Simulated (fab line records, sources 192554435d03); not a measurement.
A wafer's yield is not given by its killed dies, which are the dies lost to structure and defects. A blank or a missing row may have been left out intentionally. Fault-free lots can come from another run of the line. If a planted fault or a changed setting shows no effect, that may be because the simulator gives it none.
Matching of chambers + flow n5_finfet + N5_BEOL_M11_VIA_ETCH_34 on rie_diel-06 has 4 sister chambers
The step etches SiCOH lowk in C4F6/O2, target depth 184.5 nm, time 69.2 s. 18 wafers are shown with their chamber, then 9 later ones without.

WAFERS PAIRED WITH THEIR CHAMBERS
| wafer  | chamber | rf_vpp_V (V) | showerhead_plenum_p_Torr (Torr) | drypump_motor_current_A (A) |
|--------|---------|--------------|---------------------------------|-----------------------------|
| L075.3 | 2       | 642          | 2.72                            | 6.00                        |
| L075.4 | 1       | 639          | 2.70                            | 6.26                        |
| L075.6 | 3       | 671          | 3.01                            | 5.42                        |
| L077.1 | 0       | 676          | 2.97                            | 5.90                        |
| L077.2 | 3       | 670          | 3.00                            | 5.42                        |
| L077.5 | 2       | 640          | 2.71                            | 6.02                        |
| L076.1 | 0       | 676          | 2.97                            | 5.88                        |
| L076.5 | 3       | 672          | 3.00                            | 5.40                        |
| L076.6 | 2       | 641          | 2.71                            | 6.03                        |
| L081.1 | 3       | 672          | 3.00                            | 5.43                        |
| L081.2 | 2       | 642          | 2.71                            | 5.99                        |
| L081.4 | 0       | 675          | 2.97                            | 5.88                        |
| L079.1 | 0       | 676          | 2.97                            | 5.89                        |
| L079.2 | 3       | 671          | 3.00                            | 5.40                        |
| L079.3 | 1       | 639          | 2.69                            | 6.27                        |
| L085.3 | 0       | 676          | 2.96                            | 5.89                        |
| L085.5 | 0       | 676          | 2.96                            | 5.91                        |
| L085.6 | 3       | 670          | 3.00                            | 5.38                        |

SIGNATURES (means of the wafers above)
| reading                  | chamber 0 | chamber 1 | chamber 2 | chamber 3 | scatter within a chamber |
|--------------------------|-----------|-----------|-----------|-----------|--------------------------|
| rf_vpp_V                 | 675.83    | 639.00    | 641.25    | 671.00    | 0.736                    |
| showerhead_plenum_p_Torr | 2.9667    | 2.6950    | 2.7125    | 3.0017    | 0.00494                  |
| drypump_motor_current_A  | 5.8917    | 6.2650    | 6.0100    | 5.4083    | 0.0156                   |
Rule: for a wafer and a chamber, the distance is found by dividing, reading by reading, the gap between the wafer's reading and the chamber's mean by the reading's scatter, squaring, summing and taking the root. The wafer belongs to the nearest chamber; if the next one is less than 2 further off, it can't be placed. How the scatter is found: for the shown wafers, subtract from each reading the mean of its chamber, square and add these, divide the total by (wafers less chambers), then take the root.

WAFERS WITHOUT THEIR CHAMBER
| wafer  | rf_vpp_V (V) | showerhead_plenum_p_Torr (Torr) | drypump_motor_current_A (A) |
|--------|--------------|---------------------------------|-----------------------------|
| L091.1 | 671          | 2.99                            | 5.43                        |
| L091.3 | 649          | 3.03                            | 6.29                        |
| L091.6 | 669          | 2.99                            | 5.42                        |
| L093.1 | 648          | 3.03                            | 6.29                        |
| L093.3 | 676          | 2.96                            | 5.90                        |
| L093.5 | 649          | 3.03                            | 6.29                        |
| L097.1 | 641          | 2.70                            | 6.00                        |
| L097.3 | 649          | 3.02                            | 6.22                        |
| L097.5 | 676          | 2.95                            | 5.91                        |

CHAMBER TAKEN BY EACH
| wafer  | from the rows above | in truth                   |
|--------|---------------------|----------------------------|
| L091.1 | 3                   | 3                          |
| L091.3 | 0                   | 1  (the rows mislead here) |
| L091.6 | 3                   | 3                          |
| L093.1 | 0                   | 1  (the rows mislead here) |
| L093.3 | 0                   | 0                          |
| L093.5 | 0                   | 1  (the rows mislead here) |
| L097.1 | 2                   | 2                          |
| L097.3 | 0                   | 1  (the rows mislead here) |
| L097.5 | 0                   | 0                          |
5 of 9 placed correctly. Left unplaced by these rows: 0. Placed wrongly: 4.
